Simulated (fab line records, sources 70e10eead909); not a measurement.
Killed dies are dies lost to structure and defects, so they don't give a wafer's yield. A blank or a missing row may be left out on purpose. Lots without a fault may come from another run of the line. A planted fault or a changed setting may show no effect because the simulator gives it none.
Chamber matching | flow nand_harc | NHARC_A_BLC_CMP_25 on cmp-01: 4 sister chambers
The step polishes, t overpolish 30 s, target thk 150 nm. 8 wafers are shown with their chamber, then 7 later ones without.

WAFERS WITH THEIR CHAMBER
wafer  | chamber | motor_current_A (A) | slurry_flow_ml_min
L829.1 | 0       | 12.4                | 150.6
L830.5 | 0       | 13.2                | 149.1
L830.6 | 1       | 13.2                | 150.4
L833.1 | 1       | 12.9                | 150.3
L833.2 | 3       | 11.7                | 151.0
L833.5 | 2       | 10.4                | 148.8
L831.2 | 2       | 10.8                | 149.4
L831.5 | 3       | 11.9                | 150.1

WAFERS WITHOUT THEIR CHAMBER
wafer  | motor_current_A (A) | slurry_flow_ml_min
L831.6 | 13.2                | 149.7
L832.2 | 10.4                | 149.7
L832.3 | 13.6                | 149.7
L832.4 | 12.0                | 150.0
L836.1 | 12.1                | 149.4
L836.2 | 10.8                | 150.4
L836.4 | 13.3                | 150.1

WHICH CHAMBER EACH WENT THROUGH
wafer  | from the rows above          | in truth
L831.6 | can't be placed: 1 or 0      | 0
L832.2 | 2                            | 2
L832.3 | can't be placed: 1 or 0      | 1
L832.4 | can't be placed: 3 or 0      | 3
L836.1 | can't be placed: 3 or 0 or 1 | 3
L836.2 | can't be placed: 2 or 3      | 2
L836.4 | can't be placed: 1 or 0      | 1
Placed correctly: 1 of 7. Can't be placed from these rows: 6 (the true chamber is among the candidates in 6). Placed wrongly: 0.
How it was worked out, from the rows above alone: a wafer's distance from a chamber is the root of the sum, over the readings, of the square of ((its reading less the chamber's mean) divided by the reading's scatter). The wafer belongs to the nearest chamber; if the next one is less than 2 further off, it can't be placed. A chamber's mean is the mean of its shown wafers. The scatter: the root of (the sum of the squares of (reading less its chamber's mean) over the shown wafers, divided by (wafers less chambers)).
